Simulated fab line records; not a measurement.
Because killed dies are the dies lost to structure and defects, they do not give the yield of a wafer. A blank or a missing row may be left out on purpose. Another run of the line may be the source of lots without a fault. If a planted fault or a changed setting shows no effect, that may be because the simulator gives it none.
Split-lot experiment + flow n5_finfet + 39 wafers read across 7 lots, on a route 1938 steps long

== THE SPLIT ITSELF ==
At N5_PASSIVATION_ETCH_15 (etches SiCN in CF4/N2, target depth 75 nm, time 81.2 s), the setting target_depth_a was moved away from the recipe's 750 angstrom on 15 of the 39 wafers read, by -46.2% to +31.8%. For the rest of the wafers, this setting stayed at what the recipe calls for.

The reading comes from the split's own step.

== THE READING ==
etch.depth_nm (the simulator's own value, which no gauge read), in nm, at N5_PASSIVATION_ETCH_15 (etches SiCN in CF4/N2, target depth 75 nm, time 81.2 s). The file does not state a usual value for it. The 24 wafers here that ran the recipe average 65.56 nm, standard deviation 0.81 nm.

| wafer  | tool, chamber at the split | target_depth_a as run, angstrom | against the recipe | etch.depth_nm, nm | against lot-mates on the recipe |
|--------|----------------------------|---------------------------------|--------------------|-------------------|---------------------------------|
| L078.1 | rie_diel-01, 0             | 988.5                           | +31.8%             | 86.03             | +20.61                          |
| L078.2 | rie_diel-01, 3             | 750                             | recipe             | 65.14             | -                               |
| L078.3 | rie_diel-01, 1             | 750                             | recipe             | 65.69             | -                               |
| L078.4 | rie_diel-01, 1             | 988.5                           | +31.8%             | 86.6              | +21.18                          |
| L078.5 | rie_diel-01, 3             | 988.5                           | +31.8%             | 86.1              | +20.68                          |
| L078.6 | rie_diel-01, 0             | 750                             | recipe             | 65.43             | -                               |
| L079.1 | rie_diel-02, 3             | 891.1                           | +18.8%             | 76.9              | +10.75                          |
| L079.2 | rie_diel-02, 0             | 891.1                           | +18.8%             | 77.7              | +11.55                          |
| L079.3 | rie_diel-02, 1             | 750                             | recipe             | 65.88             | -                               |
| L079.4 | rie_diel-02, 2             | 750                             | recipe             | 67.94             | -                               |
| L079.5 | rie_diel-02, 3             | 750                             | recipe             | 64.62             | -                               |
| L079.6 | rie_diel-02, 2             | 891.1                           | +18.8%             | 80.2              | +14.05                          |
| L082.1 | rie_diel-02, 2             | 458.8                           | -38.8%             | 40.99             | -24.22                          |
| L082.2 | rie_diel-02, 1             | 750                             | recipe             | 65.88             | -                               |
| L082.3 | rie_diel-02, 0             | 750                             | recipe             | 65.02             | -                               |
| L082.4 | rie_diel-02, 3             | 458.8                           | -38.8%             | 39.12             | -26.09                          |
| L082.5 | rie_diel-02, 0             | 750                             | recipe             | 64.73             | -                               |
| L082.6 | rie_diel-02, 3             | 458.8                           | -38.8%             | 39.18             | -26.03                          |
| L083.1 | rie_diel-01, 2             | 403.5                           | -46.2%             | 35.01             | -30.09                          |
| L083.2 | rie_diel-01, 1             | 750                             | recipe             | 65.19             | -                               |
| L083.3 | rie_diel-01, 3             | 403.5                           | -46.2%             | 35.12             | -29.98                          |
| L083.4 | rie_diel-01, 0             | 403.5                           | -46.2%             | 35.03             | -30.07                          |
| L083.5 | rie_diel-01, 3             | 750                             | recipe             | 65.29             | -                               |
| L083.6 | rie_diel-01, 0             | 750                             | recipe             | 64.83             | -                               |
| L086.1 | rie_diel-01, 0             | 750                             | recipe             | 65.4              | -                               |
| L086.2 | rie_diel-01, 1             | 750                             | recipe             | 65.56             | -                               |
| L086.3 | rie_diel-01, 3             | 750                             | recipe             | 65.02             | -                               |
| L086.4 | rie_diel-01, 2             | 750                             | recipe             | 65.94             | -                               |
| L086.5 | rie_diel-01, 0             | 750                             | recipe             | 64.94             | -                               |
| L086.6 | rie_diel-01, 1             | 750                             | recipe             | 65.39             | -                               |
| L090.1 | rie_diel-05, 0             | 750                             | recipe             | 66.4              | -                               |
| L090.2 | rie_diel-05, 1             | 531.6                           | -29.1%             | 46.27             | -19.44                          |
| L090.3 | rie_diel-05, 2             | 750                             | recipe             | 65.23             | -                               |
| L090.4 | rie_diel-05, 3             | 531.6                           | -29.1%             | 46.49             | -19.22                          |
| L090.5 | rie_diel-05, 3             | 750                             | recipe             | 65.51             | -                               |
| L090.6 | rie_diel-05, 0             | 531.6                           | -29.1%             | 47.76             | -17.95                          |
| L094.2 | rie_diel-02, 3             | 750                             | recipe             | 64.63             | -                               |
| L094.4 | rie_diel-02, 2             | 750                             | recipe             | 67.57             | -                               |
| L094.5 | rie_diel-02, 1             | 750                             | recipe             | 66.23             | -                               |

FIT RESULTS
A straight line over all 39 wafers: etch.depth_nm changes by +0.658 nm for each +1% of target_depth_a; r = +1.00; the points scatter about the line by 0.85 nm.
The same after taking each lot's own level away (the mean of its wafers on the recipe; 39 wafers): +0.652 nm for each +1%; r = +1.00; scatter 0.78 nm.
Per that fit: largest target_depth_a move, reading shift of 30 nm.
The lots' own levels span 65.103 to 66.147 nm, that is 1.3 times the standard deviation above.
So the lot-to-lot level changes the slope little: the two slopes agree.
Check: for one of the wafers moved furthest among these (-46.2%), held out of the fit, the line's prediction against its lot-mates is -30.1 nm. Against them it came out at -30.1 nm.

== FILE'S OWN FIT ==
etch.depth_nm changes by +0.652 nm for each +1% of target_depth_a, r = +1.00.
